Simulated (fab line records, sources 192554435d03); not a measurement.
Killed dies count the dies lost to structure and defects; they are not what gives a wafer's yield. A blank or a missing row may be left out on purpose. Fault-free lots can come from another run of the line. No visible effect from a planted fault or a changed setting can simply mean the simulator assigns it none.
Chamber matching -- flow n5-finfet -- N5_BEOL_M3_VIA_ETCH_34 on rie-diel-01 has 4 sister chambers
The step etches the open film in C4F6/O2, target depth 69.4 nm, time 65.9 s. 7 wafers are shown with their chamber, then 7 later ones without.

== WAFERS, EACH WITH ITS CHAMBER ==
wafer,chamber,throttle-valve-pct (%),rf-vpp-V (V)
L075.1,1,31.40,639
L075.4,1,31.41,640
L080.1,3,30.80,675
L079.3,0,31.05,684
L079.5,2,30.42,669
L084.3,0,31.05,686
L084.4,3,30.81,673

== WAFERS WHOSE CHAMBER IS MISSING ==
wafer,throttle-valve-pct (%),rf-vpp-V (V)
L084.6,31.04,685
L094.3,31.07,686
L094.5,31.06,685
L094.6,30.80,674
L096.3,30.83,674
L096.4,30.94,639
L096.5,30.80,674

== EACH ONE'S CHAMBER ==
wafer,from the rows above,in truth
L084.6,0,0
L094.3,0,0
L094.5,0,0
L094.6,3,3
L096.3,3,3
L096.4,3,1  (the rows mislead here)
L096.5,3,3
Correct placement for 6 of the 7. Number that these rows cannot place: 0. 1 placed wrongly.
How it was worked out, from the rows above alone: a wafer's distance from a chamber is the root of the sum, over the readings, of the square of ((its reading less the chamber's mean) divided by the reading's scatter). If the next closest chamber is less than 2 further off than the closest, the wafer can't be placed; otherwise it belongs to the closest. A chamber's mean is the mean of its shown wafers. The scatter: the root of (the sum of the squares of (reading less its chamber's mean) over the shown wafers, divided by (wafers less chambers)).
